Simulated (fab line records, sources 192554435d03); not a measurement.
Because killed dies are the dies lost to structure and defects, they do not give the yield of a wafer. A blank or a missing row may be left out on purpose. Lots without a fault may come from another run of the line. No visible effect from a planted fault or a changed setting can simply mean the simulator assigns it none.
Which of the tools did it? + flow n5Finfet + Sampling: 10 lots, 30 wafers, 5 of 1938 route steps

WHAT THE GAUGES READ, wafer by wafer
N5_BEOL_M4_RC_MEAS_101. Usual: DIBL_N 36.3 mV/V, standard deviation 1.2; DIBL_P 36.1 mV/V, standard deviation 1.6; IOFF_N 0.161 nA/um, standard deviation 0.023; IOFF_P 0.209 nA/um, standard deviation 0.027; ION_N 676 uA/um, standard deviation 8.9; ION_P 462 uA/um, standard deviation 5.3; SS_N 71.5 mV/dec, standard deviation 0.51; SS_P 73.2 mV/dec, standard deviation 0.5; VT_N 249.1 mV, standard deviation 2.5; VT_P -249.9 mV, standard deviation 2.8.
| lot  | measured     | on        | DIBL_N (mV/V)  | DIBL_P (mV/V)  | IOFF_N (nA/um)    | IOFF_P (nA/um)    | ION_N (uA/um) | ION_P (uA/um) | SS_N (mV/dec)  | SS_P (mV/dec)  | VT_N (mV)         | VT_P (mV)            | flag |
|------|--------------|-----------|----------------|----------------|-------------------|-------------------|---------------|---------------|----------------|----------------|-------------------|----------------------|------|
| L252 | day 8 08:17  | prober-01 | 36.1 35.8 37.7 | 35.6 36.2 38.1 | 0.155 0.145 0.185 | 0.203 0.211 0.249 | 683 671 689   | 462 461 471   | 71.5 70.9 71.6 | 72.9 72.7 73.9 | 248.2 248.5 246.0 | -249.9 -250.4 -247.5 |      |
| L255 | day 8 17:25  | prober-02 | 35.5 34.8 36.0 | 34.7 33.8 35.1 | 0.126 0.121 0.137 | 0.169 0.164 0.182 | 658 664 672   | 450 457 459   | 70.6 69.9 70.4 | 72.4 72.7 72.3 | 250.9 252.8 252.8 | -255.3 -255.6 -254.5 |      |
| L256 | day 9 04:35  | prober-02 | 37.6 36.4 37.9 | 36.7 36.1 37.3 | 0.184 0.168 0.192 | 0.262 0.241 0.272 | 682 686 678   | 471 468 465   | 71.5 71.5 71.8 | 73.2 73.4 73.4 | 245.7 247.2 248.0 | -246.9 -244.0 -243.8 |      |
| L257 | day 9 12:39  | prober-02 | 36.5 37.4 37.1 | 35.8 37.8 37.4 | 0.158 0.188 0.198 | 0.203 0.239 0.240 | 669 675 683   | 459 459 466   | 71.6 71.5 71.6 | 73.5 73.4 74.4 | 249.0 248.5 248.4 | -249.5 -247.8 -247.9 |      |
| L261 | day 10 10:28 | prober-01 | 36.6 36.6 36.2 | 36.6 37.1 36.4 | 0.164 0.165 0.150 | 0.206 0.209 0.196 | 684 687 673   | 463 465 457   | 71.7 71.4 70.7 | 72.9 73.7 73.0 | 246.6 249.3 248.3 | -249.0 -247.0 -250.7 |      |
| L267 | day 11 16:43 | prober-01 | 36.9 38.1 38.1 | 35.3 37.1 36.7 | 0.150 0.188 0.179 | 0.187 0.223 0.210 | 673 676 674   | 460 454 464   | 70.5 71.6 71.6 | 72.4 73.1 73.3 | 250.0 248.3 246.3 | -250.0 -248.1 -252.6 |      |
| L268 | day 12 04:41 | prober-02 | 37.3 37.7 35.5 | 39.7 39.0 36.3 | 0.196 0.200 0.151 | 0.241 0.229 0.188 | 692 687 678   | 468 466 464   | 71.8 72.1 71.4 | 73.2 74.0 73.0 | 245.1 247.1 249.1 | -249.5 -250.1 -253.0 |      |
| L272 | day 12 20:45 | prober-02 | 34.3 35.8 36.0 | 35.7 36.9 37.6 | 0.117 0.135 0.138 | 0.192 0.214 0.222 | 663 666 673   | 461 463 467   | 71.9 71.0 71.6 | 72.9 73.7 73.1 | 254.1 254.6 254.9 | -252.3 -249.9 -250.0 |      |
| L273 | day 13 06:17 | prober-01 | 35.6 36.1 36.0 | 36.5 37.8 37.2 | 0.161 0.182 0.166 | 0.215 0.238 0.222 | 666 681 677   | 461 461 462   | 71.9 71.8 72.7 | 73.0 73.9 73.7 | 249.0 246.7 248.1 | -250.2 -247.1 -251.9 |      |
| L274 | day 13 22:22 | prober-01 | 37.1 36.0 35.0 | 36.4 35.6 34.3 | 0.166 0.143 0.132 | 0.217 0.202 0.178 | 679 674 662   | 465 463 457   | 71.8 71.9 71.6 | 73.3 73.1 73.4 | 250.1 250.6 251.1 | -246.2 -248.4 -248.6 |      |

WHICH TOOL RAN EACH LOT (tool, then ch and the chambers of the sampled wafers, then the start)
| lot  | N5_BEOL_M2_ANNEAL_87        | N5_BEOL_M2_ANNEAL_91        | N5_BEOL_M2_SPUTTER_94       | N5_BEOL_M3_PECVD_72             |
|------|-----------------------------|-----------------------------|-----------------------------|---------------------------------|
| L252 | pvdSputter-03, day 7 09:09  | pvdSputter-03, day 7 09:35  | pvdSputter-03, day 7 09:57  | pecvd-04 ch 0,2, day 7 11:23    |
| L255 | pvdSputter-01, day 7 21:44  | pvdSputter-01, day 7 22:10  | pvdSputter-01, day 7 22:32  | pecvd-01 ch 0,1,2, day 7 23:58  |
| L256 | pvdSputter-02, day 8 05:47  | pvdSputter-02, day 8 06:14  | pvdSputter-02, day 8 06:35  | pecvd-03 ch 1,2, day 8 08:04    |
| L257 | pvdSputter-03, day 8 12:13  | pvdSputter-03, day 8 12:39  | pvdSputter-03, day 8 13:01  | pecvd-01 ch 0,1,2, day 8 14:43  |
| L261 | pvdSputter-03, day 9 10:16  | pvdSputter-03, day 9 10:42  | pvdSputter-03, day 9 11:04  | pecvd-04 ch 0,1, day 9 12:33    |
| L267 | pvdSputter-02, day 10 18:52 | pvdSputter-02, day 10 19:19 | pvdSputter-02, day 10 19:40 | pecvd-03 ch 1,2, day 10 21:07   |
| L268 | pvdSputter-02, day 10 22:16 | pvdSputter-02, day 10 22:42 | pvdSputter-02, day 10 23:04 | pecvd-01 ch 0,1, day 11 00:55   |
| L272 | pvdSputter-03, day 12 00:23 | pvdSputter-03, day 12 00:49 | pvdSputter-03, day 12 01:11 | pecvd-04 ch 0,1, day 12 03:04   |
| L273 | pvdSputter-01, day 12 05:27 | pvdSputter-01, day 12 05:53 | pvdSputter-01, day 12 06:15 | pecvd-04 ch 0,2, day 12 07:42   |
| L274 | pvdSputter-03, day 12 20:08 | pvdSputter-03, day 12 20:35 | pvdSputter-03, day 12 20:56 | pecvd-04 ch 0,1,2, day 12 22:23 |
- N5_BEOL_M2_ANNEAL_87: time 240 s.
- N5_BEOL_M2_ANNEAL_91: time 240 s.
- N5_BEOL_M2_SPUTTER_94: material Cu, target thk 4.5 nm, time 8.29 s.
- N5_BEOL_M3_PECVD_72: deposits SiO2 from TEOS/O2, target thk 16 nm, time 18 s.

WHAT THE TOOLS THEMSELVES READ (means of the sampled wafers that have a number; where no wafer has one, the mark that the record gives instead)
N5_BEOL_M2_ANNEAL_87. Usual: heaterPowerW 800 W, standard deviation 95.
| lot  | tool          | heaterPowerW (W) | flag |
|------|---------------|------------------|------|
| L252 | pvdSputter-03 | 749              |      |
| L255 | pvdSputter-01 | 862              |      |
| L256 | pvdSputter-02 | 722              |      |
| L257 | pvdSputter-03 | 830              |      |
| L261 | pvdSputter-03 | 806              |      |
| L267 | pvdSputter-02 | 654              |      |
| L268 | pvdSputter-02 | 729              |      |
| L272 | pvdSputter-03 | 794              |      |
| L273 | pvdSputter-01 | 916              |      |
| L274 | pvdSputter-03 | 800              |      |

N5_BEOL_M2_ANNEAL_91. Usual: heaterPowerW 803 W, standard deviation 95.
| lot  | tool          | heaterPowerW (W) | flag |
|------|---------------|------------------|------|
| L252 | pvdSputter-03 | 767              |      |
| L255 | pvdSputter-01 | 870              |      |
| L256 | pvdSputter-02 | 724              |      |
| L257 | pvdSputter-03 | 842              |      |
| L261 | pvdSputter-03 | 809              |      |
| L267 | pvdSputter-02 | 667              |      |
| L268 | pvdSputter-02 | 743              |      |
| L272 | pvdSputter-03 | 805              |      |
| L273 | pvdSputter-01 | 937              |      |
| L274 | pvdSputter-03 | 810              |      |

N5_BEOL_M2_SPUTTER_94. Usual: substrateTempC -20.00 C, standard deviation 0.11; throttleValvePct 29.8 %, standard deviation 1.3.
| lot  | tool          | substrateTempC (C) | throttleValvePct (%) | flag |
|------|---------------|--------------------|----------------------|------|
| L252 | pvdSputter-03 | -20.05             | 30.9                 |      |
| L255 | pvdSputter-01 | -19.97             | 28.2                 |      |
| L256 | pvdSputter-02 | -20.02             | 30.2                 |      |
| L257 | pvdSputter-03 | -19.90             | 30.6                 |      |
| L261 | pvdSputter-03 | -19.96             | 30.3                 |      |
| L267 | pvdSputter-02 | -20.02             | 30.3                 |      |
| L268 | pvdSputter-02 | -19.93             | 29.8                 |      |
| L272 | pvdSputter-03 | -20.00             | 30.4                 |      |
| L273 | pvdSputter-01 | -20.10             | 29.2                 |      |
| L274 | pvdSputter-03 | -19.94             | 30.3                 |      |

N5_BEOL_M3_PECVD_72. Usual: heaterPowerW 756 W, standard deviation 100; showerheadPlenumPTorr 8.79 Torr, standard deviation 0.07; susceptorTempC 400.03 C, standard deviation 0.25; throttleValvePct 22.4 %, standard deviation 1.1.
| lot  | tool     | heaterPowerW (W) | showerheadPlenumPTorr (Torr) | susceptorTempC (C) | throttleValvePct (%) | flag |
|------|----------|------------------|------------------------------|--------------------|----------------------|------|
| L252 | pecvd-04 | 830              | 8.83                         | 399.94             | 23.9                 |      |
| L255 | pecvd-01 | 728              | 8.76                         | 399.81             | 21.6                 |      |
| L256 | pecvd-03 | 718              | 8.77                         | 399.86             | 22.1                 |      |
| L257 | pecvd-01 | 720              | 8.75                         | 400.21             | 21.4                 |      |
| L261 | pecvd-04 | 937              | 8.84                         | 404.51             | 22.8                 | OFF  |
| L267 | pecvd-03 | 676              | 8.79                         | 399.95             | 22.3                 |      |
| L268 | pecvd-01 | 712              | 8.83                         | 399.70             | 22.1                 |      |
| L272 | pecvd-04 | 843              | 8.87                         | 400.27             | 23.2                 |      |
| L273 | pecvd-04 | 784              | 8.82                         | 399.76             | 22.8                 |      |
| L274 | pecvd-04 | 868              | 8.79                         | 400.17             | 22.8                 |      |

THE ANSWER, worked out from the rows above alone
Rule: take the mean of a lot's wafers that have a number; if it is more than 3 standard deviations from the usual mean, the lot is off. Also off: a lot with no number at a reading for which 4 or more lots have one. Where the step has rows for the other lots, those lots are counted as sound. Order of review: gauges by route order, followed by the tools' own readings, for which a lot's mean as printed above is used. At the first step where some lot is off, the reading lying furthest off is the one used; lots without a number count as furthest.
Off at N5_BEOL_M3_PECVD_72 (susceptorTempC): L261.
A tool fits if, at that step or a process step before it, it ran every lot that is off, and no sound lot after the first of them. Not one of the candidates tried fits.

WHAT THE SIMULATOR HAD PUT IN
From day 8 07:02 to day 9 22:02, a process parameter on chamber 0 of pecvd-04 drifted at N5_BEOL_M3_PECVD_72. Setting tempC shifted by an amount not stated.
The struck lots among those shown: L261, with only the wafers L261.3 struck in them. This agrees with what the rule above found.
